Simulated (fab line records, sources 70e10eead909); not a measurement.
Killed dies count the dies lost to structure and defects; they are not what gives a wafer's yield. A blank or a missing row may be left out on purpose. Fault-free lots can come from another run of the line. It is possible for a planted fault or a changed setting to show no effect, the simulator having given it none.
Comparing a struck lot with a sound one	flow nand-harc	15 steps out of a route of 1159
Sound: these wafers, L606.3, L606.5, L606.6. Wafers L597.1, L597.2, L597.3 were the ones struck. At the end, the cause is stated.
Order at every step that has rows: each side's tool, ch and its chambers, its first start. Under that, the readings that differ: sound wafers	struck wafers	difference of the means	sigmas: that difference in standard deviations of wafers without a fault.
alike: readings with means less than 2 such deviations apart, plus words and numbers identical on both sides. not compared: withheld readings, readings lacking a value on some wafer, bounds such as >300 that could conceal the same value, and numbers that have no deviation in the record and whose values overlap.
The two part at a step that has a row with sigmas, a row that says differs or no value, or rows on one side only. Numbers that have no deviation but don't overlap get no sigmas and don't part them. A reading missing from all wafers of one side parts the sides only when that side holds two or more wafers.

first, 1 step without rows for these wafers: NHARC_A_ONON_D1_DEP_09 (target thk 1000 nm).
NHARC_A_ONON_D1_THK_MEAS_11: measures by ellipsometry.
  sound: film-metro-01 at day 11 00:10; struck: film-metro-01 at day 9 00:56
  alike: thk-nm
after that, 1 step with no rows for these wafers: NHARC_A_ONON_D1_DEP_12 (target thk 1000 nm).
NHARC_A_ONON_D1_THK_MEAS_14: measures by ellipsometry.
  sound: film-metro-01 at day 11 00:45; struck: film-metro-02 at day 9 01:29
  alike: thk-nm
then, 2 steps without rows for these wafers: NHARC_A_ONON_D1_ANNEAL_15 (time 3600 s); NHARC_A_ONON_D1_DEP_16 (target thk 1000 nm).
NHARC_A_ONON_D1_THK_MEAS_18: measures by ellipsometry.
  sound: film-metro-01 at day 11 07:44; struck: film-metro-02 at day 9 08:35
  alike: thk-nm
after that, 1 step with no rows for these wafers: NHARC_A_ONON_D1_DEP_19 (target thk 1000 nm).
NHARC_A_ONON_D1_THK_MEAS_21: measures by ellipsometry.
  sound: film-metro-01 at day 11 08:26; struck: film-metro-01 at day 9 09:10
  alike: thk-nm
after that, 1 step with no rows for these wafers: NHARC_A_ONON_D1_DEP_22 (target thk 1000 nm).
NHARC_A_ONON_D1_THK_MEAS_24: measures by ellipsometry.
  sound: film-metro-02 at day 11 09:00; struck: film-metro-02 at day 9 09:43
reading	sound	struck	difference	sigmas
thk-nm (nm)	974 976 976	995 995 995	+20	+2
NHARC_A_ONON_D1_DEP_25: target thk 1000 nm.
  sound on pecvd-onon-01 ch 0, day 11 09:11; struck on pecvd-onon-04 ch 0, day 9 09:47
NHARC_A_ONON_D1_THK_MEAS_27: measures by ellipsometry.
  sound: film-metro-02 at day 11 09:34; struck: film-metro-02 at day 9 10:17
reading	sound	struck	difference	sigmas
thk-nm (nm)	999 999 999	1433 1434 1434	+435	+40
after that, 1 step with no rows for these wafers: NHARC_A_ONON_D1_DEP_28 (target thk 1000 nm).
-- record jumps: 12 days between struck wafers' starts before vs after; left off in module A_ONON_D1, resumes in module END, first step shown is number 1159 of the route --
NHARC_END_SORT_01:
  here the record holds rows for the struck wafers (prober-02 ch 0, day 20 22:35) but none for the sound ones

## WHERE THEY PART
First at NHARC_A_ONON_D1_THK_MEAS_24; last, within this record, at NHARC_END_SORT_01.

WHY: the cause the simulator had injected
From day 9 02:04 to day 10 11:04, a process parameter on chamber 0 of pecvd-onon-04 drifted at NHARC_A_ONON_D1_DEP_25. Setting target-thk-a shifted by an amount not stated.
